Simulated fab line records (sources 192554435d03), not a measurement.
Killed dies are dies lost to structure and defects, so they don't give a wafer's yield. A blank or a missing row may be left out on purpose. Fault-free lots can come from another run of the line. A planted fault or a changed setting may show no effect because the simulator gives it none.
Lot-split experiment    flow n5_finfet    21 wafers read across 7 lots, on a route 1938 steps long

THE SPLIT ITSELF
At N5_BEOL_M4_EXPOSE_08 (exposes mask M4), the setting dose_mj was moved away from the recipe's 41.25 on 9 of the 21 wafers read, by -6.8% to +4.6%. For the rest of the wafers, this setting stayed at what the recipe calls for.

FROM THE SPLIT TO THE READING: what the file shows between them, 11 steps
- N5_BEOL_M4_PEB_09: peb time 60 s
- N5_BEOL_M4_DEVELOP_10: develop time 30 s
- N5_BEOL_M4_CD_MEAS_11: target cd 16.79 nm
- N5_BEOL_M4_DESCUM_16: chemistry O2, time 7 s
- N5_BEOL_M4_ETCH_74: etches underlayer in N2/H2, target depth 6.5 nm, time 5.2 s
- N5_BEOL_M4_ETCH_63: etches SiARC in CF4, target depth 15.6 nm, time 26 s
- N5_BEOL_M4_ETCH_64: etches SOC in N2/H2, target depth 75 nm, overetch 22.5 nm, time 121.9 s
- N5_BEOL_M4_STRIP_65: strips in N2/H2
- N5_BEOL_M4_STRIP_75: strips in N2/H2
- N5_BEOL_M4_HM_OPEN_17: chemistry Cl2/BCl3, target TiN, target depth 20 nm, overetch 6 nm
- N5_BEOL_M4_STRIP_19: strips in O2

THE READING
cd_nm, in nm, at N5_BEOL_M4_CD_MEAS_18 (pitch 36 nm, target cd 18 nm). Fault-free wafers of this fab line usually give 18.0 nm, standard deviation 0.46 nm.

wafer   tool, chamber at the split  dose_mj as run  against the recipe  cd_nm, nm  against lot-mates on the recipe
L078.3  euv_scanner-02, 0           42.54           +3.1%               19.1       +1.4
L078.4  euv_scanner-02, 0           41.25           recipe              17.9       -
L078.5  euv_scanner-02, 0           41.25           recipe              17.6       -
L081.2  euv_scanner-01, 0           41.25           recipe              18.4       -
L081.3  euv_scanner-01, 0           43.1            +4.5%               19.1       +0.7
L081.4  euv_scanner-01, 0           43.1            +4.5%               18.6       +0.2
L083.2  euv_scanner-02, 0           41.25           recipe              18.5       -
L083.3  euv_scanner-02, 0           38.51           -6.6%               16.9       -1.6
L083.5  euv_scanner-02, 0           38.51           -6.6%               16.5       -2.0
L087.3  euv_scanner-01, 0           39.14           -5.1%               16.4       -1.3
L087.4  euv_scanner-01, 0           41.25           recipe              17.9       -
L087.5  euv_scanner-01, 0           41.25           recipe              17.5       -
L092.1  euv_scanner-01, 0           38.46           -6.8%               15.9       -1.8
L092.3  euv_scanner-01, 0           38.46           -6.8%               16.4       -1.3
L092.4  euv_scanner-01, 0           41.25           recipe              17.7       -
L096.2  euv_scanner-02, 0           41.25           recipe              18.0       -
L096.5  euv_scanner-02, 0           41.25           recipe              18.1       -
L096.6  euv_scanner-02, 0           41.25           recipe              18.3       -
L097.1  euv_scanner-01, 0           41.25           recipe              17.6       -
L097.2  euv_scanner-01, 0           43.13           +4.6%               19.3       +1.5
L097.6  euv_scanner-01, 0           41.25           recipe              18.0       -

FIT RESULTS
A straight line over all 21 wafers: cd_nm changes by +0.242 nm for each +1% of dose_mj; r = +0.94; the points scatter about the line by 0.34 nm.
The same after taking each lot's own level away (the mean of its wafers on the recipe; 21 wafers): +0.239 nm for each +1%; r = +0.94; scatter 0.32 nm.
On that fit, the largest move of dose_mj shifts the reading by 1.6 nm.
From 17.70 to 18.50 nm: that is the span of the lots' own levels, equal to 1.7 times the standard deviation above.
The two slopes are in agreement: the lot-to-lot level therefore moves the slope only a little.
Check: -1.61 nm against its lot-mates is what the line predicts for one of the wafers moved furthest among these (-6.8%) when that wafer is left out of the fit. Against them it came out at -1.8 nm.

FURTHER SPLITS ON THESE WAFERS
Other splits were also applied to these wafers ahead of the reading. Each is held against what the fit with the lots' levels taken away leaves over:
other split on the same wafers    wafers away from the commonest value  r with cd_nm (lot level and that fit taken away)
N5_BEOL_M1_EXPOSE_08 dose_mj      7                                     +0.31
N5_BEOL_M1_TRENCH_ETCH_37 bias_w  6                                     +0.15
N5_BEOL_M2_ETCH_64 bias_w         3                                     +0.57
N5_BEOL_M2_COAT_22 spin_rpm       7                                     +0.18
N5_BEOL_M3_COAT_22 spin_rpm       5                                     +0.54

THE WHOLE CHAIN: every reading that the file lists as answering this split, in the file's order
step                   what it does                                                             reading                                                                change (the file's fit)                r (the file's)
N5_BEOL_M4_CD_MEAS_11  target cd 16.79 nm                                                       cd_nm                                                                  +0.191 nm for each +1% of the setting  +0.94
N5_BEOL_M4_ETCH_74     etches underlayer in N2/H2, target depth 6.5 nm, time 5.2 s              BEOL_M4.cd_offset_nm (the simulator's own value, which no gauge read)  +0.216 nm for each +1% of the setting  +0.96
N5_BEOL_M4_ETCH_63     etches SiARC in CF4, target depth 15.6 nm, time 26 s                     BEOL_M4.cd_offset_nm (the simulator's own value, which no gauge read)  +0.225 nm for each +1% of the setting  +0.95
N5_BEOL_M4_ETCH_64     etches SOC in N2/H2, target depth 75 nm, overetch 22.5 nm, time 121.9 s  BEOL_M4.cd_offset_nm (the simulator's own value, which no gauge read)  +0.241 nm for each +1% of the setting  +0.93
N5_BEOL_M4_CD_MEAS_18  pitch 36 nm, target cd 18 nm                                             cd_nm                                                                  +0.251 nm for each +1% of the setting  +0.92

THE FILE'S OWN FIT
cd_nm changes by +0.251 nm for each +1% of dose_mj, r = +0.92.
